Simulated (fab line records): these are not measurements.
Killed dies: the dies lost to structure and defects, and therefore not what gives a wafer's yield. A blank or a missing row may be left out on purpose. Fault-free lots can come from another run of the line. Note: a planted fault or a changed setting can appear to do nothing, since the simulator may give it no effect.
Chamber matching	flow n5-finfet	4 sister chambers for N5_BEOL_M4_STRIP_66 on rie-diel-05
The step strips in CF4. 30 wafers are shown with their chamber, then 12 later ones without.

## WAFERS WITH THEIR CHAMBER
wafer	chamber	drypump-motor-current-A (A)	showerhead-plenum-p-Torr (Torr)	throttle-valve-pct (%)
L075.1	3	5.2	1.77	13.32
L075.3	1	6.4	1.77	13.21
L075.6	2	5.4	1.80	13.29
L076.1	3	5.2	1.77	13.33
L076.2	1	6.4	1.77	13.23
L076.3	2	5.4	1.80	13.30
L076.4	0	5.3	1.82	13.55
L076.5	1	6.4	1.77	13.22
L076.6	0	5.2	1.82	13.55
L077.1	2	5.3	1.80	13.31
L077.2	0	5.2	1.82	13.56
L077.3	3	5.2	1.77	13.35
L077.4	1	6.4	1.77	13.24
L077.5	2	5.4	1.80	13.31
L077.6	3	5.3	1.77	13.32
L078.2	2	5.4	1.79	13.32
L078.4	1	6.4	1.76	13.24
L078.6	1	6.4	1.76	13.22
L083.2	0	5.3	1.82	13.57
L083.3	2	5.4	1.79	13.33
L083.4	1	6.4	1.76	13.27
L082.2	2	5.3	1.79	13.34
L082.5	0	5.3	1.82	13.58
L082.6	1	6.4	1.76	13.26
L087.2	2	5.4	1.79	13.37
L087.3	3	5.3	1.77	13.41
L087.5	3	5.3	1.77	13.39
L090.2	0	5.2	1.81	13.61
L090.4	3	5.2	1.76	13.41
L090.5	3	5.3	1.76	13.41

SIGNATURES (means of the wafers above)
reading	chamber 0	chamber 1	chamber 2	chamber 3	scatter within a chamber
drypump-motor-current-A	5.250	6.400	5.375	5.250	0.0439
showerhead-plenum-p-Torr	1.8183	1.7650	1.7950	1.7675	0.00494
throttle-valve-pct	13.5700	13.2363	13.3212	13.3675	0.0292
Rule: distance of a wafer from a chamber = root of the sum over the readings of ((wafer's reading minus chamber's mean) / reading's scatter) squared. If the next closest chamber is less than 2 further off than the closest, the wafer can't be placed; otherwise it belongs to the closest. How the scatter is found: for the shown wafers, subtract from each reading the mean of its chamber, square and add these, divide the total by (wafers less chambers), then take the root.

## WAFERS WITH NO CHAMBER GIVEN
wafer	drypump-motor-current-A (A)	showerhead-plenum-p-Torr (Torr)	throttle-valve-pct (%)
L092.1	5.4	1.79	13.38
L092.4	5.2	1.81	13.64
L092.6	6.4	1.76	13.30
L097.1	5.2	1.76	13.44
L097.2	6.4	1.75	13.35
L097.3	5.3	1.81	13.65
L097.4	5.4	1.79	13.42
L097.5	6.4	1.75	13.32
L097.6	5.3	1.81	13.65
L095.2	5.3	1.81	13.65
L095.3	6.4	1.75	13.32
L095.5	5.4	1.78	13.41

## EACH ONE'S CHAMBER
wafer	from the rows above	in truth
L092.1	2	2
L092.4	0	0
L092.6	1	1
L097.1	3	3
L097.2	1	1
L097.3	0	0
L097.4	2	2
L097.5	1	1
L097.6	0	0
L095.2	0	0
L095.3	1	1
L095.5	can't be placed: 2 or 3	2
Correct placement for 11 of the 12. From these rows, 1 cannot be placed; in 1 the true chamber is one of the candidates. Wrongly placed: 0.
